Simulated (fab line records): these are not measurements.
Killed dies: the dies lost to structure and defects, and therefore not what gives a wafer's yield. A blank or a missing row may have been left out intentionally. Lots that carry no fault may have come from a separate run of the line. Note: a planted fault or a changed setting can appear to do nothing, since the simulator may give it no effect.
Which tool is to blame? | flow n5 finfet | 24 lots (72 wafers sampled), 1 step of a 1938-step route

WHAT EACH GAUGE READ, for each wafer
N5_BEOL_M2_OCD_MEAS_38. Usual: 55.4 nm for trench depth nm, sd 0.84.
lot  | measured     | on     | trench depth nm (nm) | flag
L074 | day 6 19:32  | ocd-02 | 56.3 57.0 55.7       |
L075 | day 6 20:12  | ocd-02 | 55.2 55.0 54.9       |
L076 | day 7 04:35  | ocd-01 | 55.7 54.3 54.7       |
L077 | day 7 09:46  | ocd-01 | 56.4 56.8 56.8       |
L078 | day 7 19:58  | ocd-01 | 56.0 55.2 56.5       |
L079 | day 7 23:07  | ocd-02 | 55.4 56.6 56.4       |
L080 | day 8 04:48  | ocd-02 | 54.4 54.0 54.7       |
L081 | day 8 13:39  | ocd-02 | 54.0 55.6 54.3       |
L082 | day 8 22:28  | ocd-01 | 54.4 55.0 54.6       |
L083 | day 9 00:04  | ocd-02 | 55.0 56.8 56.9       |
L084 | day 9 08:38  | ocd-02 | 53.9 54.4 54.4       |
L085 | day 9 14:26  | ocd-02 | 53.4 55.0 55.2       |
L086 | day 9 19:55  | ocd-01 | 54.8 54.6 54.1       |
L087 | day 9 21:45  | ocd-02 | 55.4 55.6 54.2       |
L089 | day 10 09:14 | ocd-01 | 54.8 54.9 56.5       |
L088 | day 10 14:08 | ocd-01 | 54.4 56.8 56.3       |
L090 | day 10 16:38 | ocd-01 | 55.8 55.9 55.8       |
L093 | day 11 10:46 | ocd-01 | 55.9 54.8 55.9       |
L091 | day 11 12:34 | ocd-01 | 55.0 54.7 56.1       |
L092 | day 11 14:55 | ocd-01 | 56.6 55.7 55.3       |
L094 | day 11 16:11 | ocd-01 | 54.8 54.9 56.2       |
L095 | day 11 19:26 | ocd-01 | 55.3 55.0 55.2       |
L096 | day 12 11:04 | ocd-01 | 55.8 56.1 56.1       |
L097 | day 13 09:46 | ocd-02 | 55.1 56.2 56.4       |

WHAT TOOL EACH LOT RAN ON (gives the tool, then ch and the chambers of the sampled wafers, and finally the start)
Record: no process step prior to these readings.

WHAT THE TOOLS THEMSELVES READ (means of the sampled wafers that have a number; where no wafer has one, the mark that the record gives instead)
The record holds no such reading with a usual standard deviation.

THE ANSWER, worked out from the rows above alone
Rule: a lot counts as off when the mean over its wafers that have a number is more than 3 standard deviations away from the usual mean. Also off: a lot with no number at a reading for which 4 or more lots have one. All remaining lots with rows at the step are treated as sound. Order of review: gauges by route order, followed by the tools' own readings, for which a lot's mean as printed above is used. At the first step where some lot is off, the reading lying furthest off is the one used; lots without a number count as furthest.
Across all readings shown, no lot is off: no conclusion can be drawn from this.

WHAT THE SIMULATOR PUT IN
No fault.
